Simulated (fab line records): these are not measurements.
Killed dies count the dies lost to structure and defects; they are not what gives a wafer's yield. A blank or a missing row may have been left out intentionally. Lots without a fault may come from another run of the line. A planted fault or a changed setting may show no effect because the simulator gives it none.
Split-lot experiment ; flow n5-finfet ; 21 wafers read across 7 lots, on a route 1938 steps long

THE SPLIT
At N5_BEOL_M5_ETCH_41 (etches SiCN in CH3F/O2, target depth 31.5 nm, time 56.7 s), the setting source-w was moved away from the recipe's 395 W on 9 of the 21 wafers read, by -17.4% to +17.8%. For the rest of the wafers, this setting stayed at what the recipe calls for.

The split's own step is where the reading is taken.

THE READING
rf-vpp-V, in V, at N5_BEOL_M5_ETCH_41 (etches SiCN in CH3F/O2, target depth 31.5 nm, time 56.7 s). Fault-free wafers of this fab line usually give 297.9 V, standard deviation 1.3 V.

wafer;tool, chamber at the split;source-w as run, W;against the recipe;rf-vpp-V, V;against lot-mates on the recipe
L080.3;rie-diel-06, 2;395;recipe;297.0;-
L080.4;rie-diel-06, 3;435.5;+10.3%;289.0;-9.0
L080.5;rie-diel-06, 2;395;recipe;299.0;-
L079.4;rie-diel-03, 0;395;recipe;298.2;-
L079.5;rie-diel-03, 1;395;recipe;296.2;-
L079.6;rie-diel-03, 3;395;recipe;297.4;-
L081.1;rie-diel-03, 2;395;recipe;296.3;-
L081.2;rie-diel-03, 3;395;recipe;297.1;-
L081.4;rie-diel-03, 2;395;recipe;296.6;-
L084.2;rie-diel-03, 1;465.4;+17.8%;281.9;-14.2
L084.3;rie-diel-03, 0;465.4;+17.8%;282.3;-13.8
L084.5;rie-diel-03, 1;395;recipe;296.1;-
L085.2;rie-diel-03, 3;459.6;+16.4%;282.2;-15.8
L085.5;rie-diel-03, 3;395;recipe;297.1;-
L085.6;rie-diel-03, 0;395;recipe;298.8;-
L090.1;rie-diel-02, 2;326.3;-17.4%;318.2;+20.6
L090.2;rie-diel-02, 0;326.3;-17.4%;315.3;+17.7
L090.5;rie-diel-02, 1;395;recipe;297.6;-
L092.1;rie-diel-03, 3;421.4;+6.7%;290.9;no lot-mate on the recipe
L092.3;rie-diel-03, 0;421.4;+6.7%;291.7;no lot-mate on the recipe
L092.5;rie-diel-03, 1;421.4;+6.7%;288.7;no lot-mate on the recipe

THE FIT
A straight line over all 21 wafers: rf-vpp-V changes by -0.98 V for each +1% of source-w; r = -0.99; the points scatter about the line by 1.4 V.
The same after taking each lot's own level away (the mean of its wafers on the recipe; 18 wafers): -0.95 V for each +1%; r = -0.99; scatter 1.5 V.
That fit puts the effect of the largest move of source-w on the reading at 17 V.
The span of the lots' own levels, 296.10 to 298.00 V, comes to 1.5 times the standard deviation stated above.
Hence the lot-to-lot level has little effect on the slope; both slopes agree.
Check: for one of the wafers moved furthest among these (+17.8%), held out of the fit, the line's prediction against its lot-mates is -16.9 V. It came out at -14.2 V against them.
Tool readings at the split's step, against how far the setting was moved: rf-vpp-V r = -0.99.

ADDITIONAL SPLITS CARRIED BY THESE WAFERS
Other splits were also applied to these wafers ahead of the reading. Each is held against what the fit with the lots' levels taken away leaves over:
other split on the same wafers;wafers away from the commonest value;r with rf-vpp-V (lot level and that fit taken away)
N5_BEOL_M4_EXPOSE_08 dose-mj;4;+0.23
N5_BEOL_M4_TRENCH_ETCH_37 source-w;10;+0.08
N5_BEOL_M5_TRENCH_ETCH_37 bias-w;4;-0.45

THE WHOLE CHAIN: every reading that the file lists as answering this split, in the file's order
step;what it does;reading;change (the file's fit);r (the file's)
N5_BEOL_M5_ETCH_41;etches SiCN in CH3F/O2, target depth 31.5 nm, time 56.7 s;rf-vpp-V;-0.939 V for each +1% of the setting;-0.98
N5_BEOL_M5_ETCH_41;etches SiCN in CH3F/O2, target depth 31.5 nm, time 56.7 s;etch.depth-nm (the simulator's own value, which no gauge read);+0.0886 nm for each +1% of the setting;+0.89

FILE'S OWN FIT
rf-vpp-V changes by -0.939 V for each +1% of source-w, r = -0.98.
